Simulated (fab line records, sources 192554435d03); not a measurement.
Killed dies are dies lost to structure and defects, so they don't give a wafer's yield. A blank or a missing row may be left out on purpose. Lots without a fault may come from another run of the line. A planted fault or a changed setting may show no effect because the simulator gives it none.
One fault seen from 2 desks | flow n5_finfet | each desk has only its own numbers; what lay behind them comes last

THE TOOL OWNER'S DESK: rie_diel-06
The tool's own readings at N5_GATE_CUT_STRIP_41 (strips in CF4): means of the sampled wafers that have a number, for each lot that ran on this tool. A lot is out of limits, marked OUT, if its mean lies more than 4 standard deviations from the usual mean; the brackets give that distance.
Columns: A = drypump_motor_current_A at N5_GATE_CUT_STRIP_41, usual 5.7 A; B = oes_product_au at N5_GATE_CUT_STRIP_41, usual 0.185 a.u.; C = rf_vpp_V at N5_GATE_CUT_STRIP_41, usual 271.2 V; D = showerhead_plenum_p_Torr at N5_GATE_CUT_STRIP_41, usual 1.80 Torr; E = throttle_valve_pct at N5_GATE_CUT_STRIP_41, usual 13.55 %
lot  | first seen here | A   | B     | C     | D    | E
L567 | day 4 19:28     | 5.4 | 0.166 | 272.0 | 1.83 | 13.90
L573 | day 6 07:24     | 6.4 | 0.207 | 272.5 | 1.86 | 13.21
L579 | day 7 20:19     | 6.1 | 0.190 | 271.4 | 1.84 | 13.40
L580 | day 8 04:29     | 5.9 | 0.206 | 271.9 | 1.85 | 13.41
This desk's finding: nothing out of limits on any of the 4 lots.

THE METROLOGY DESK
What the gauges read, lot by lot, whatever tool the lot ran on: means of the sampled wafers that have a number. A lot is out of limits, marked OUT, if its mean lies more than 4 standard deviations from the usual mean; the brackets give that distance.
Columns: A = TV_OVL at N5_PASSIVATION_OVL_MEAS_60, usual -2 nm
lot  | first seen here | A
L567 | day 13 16:01    | -5
L566 | day 13 21:43    | -4
L568 | day 14 18:20    | -8
L571 | day 14 22:17    | -3
L573 | day 14 22:44    | 0
L579 | day 16 21:51    | -0
L580 | day 17 16:05    | 7
L583 | day 17 17:30    | 0
L581 | day 18 01:51    | -1
L585 | day 18 01:53    | -1
L586 | day 18 23:38    | 2
L588 | day 19 05:36    | -3
This desk's finding: nothing out of limits on any of the 12 lots.

PUT TOGETHER
The tool owner's desk saw nothing out of limits.
The metrology desk saw nothing out of limits.

WHAT THE SIMULATOR HAD PUT IN
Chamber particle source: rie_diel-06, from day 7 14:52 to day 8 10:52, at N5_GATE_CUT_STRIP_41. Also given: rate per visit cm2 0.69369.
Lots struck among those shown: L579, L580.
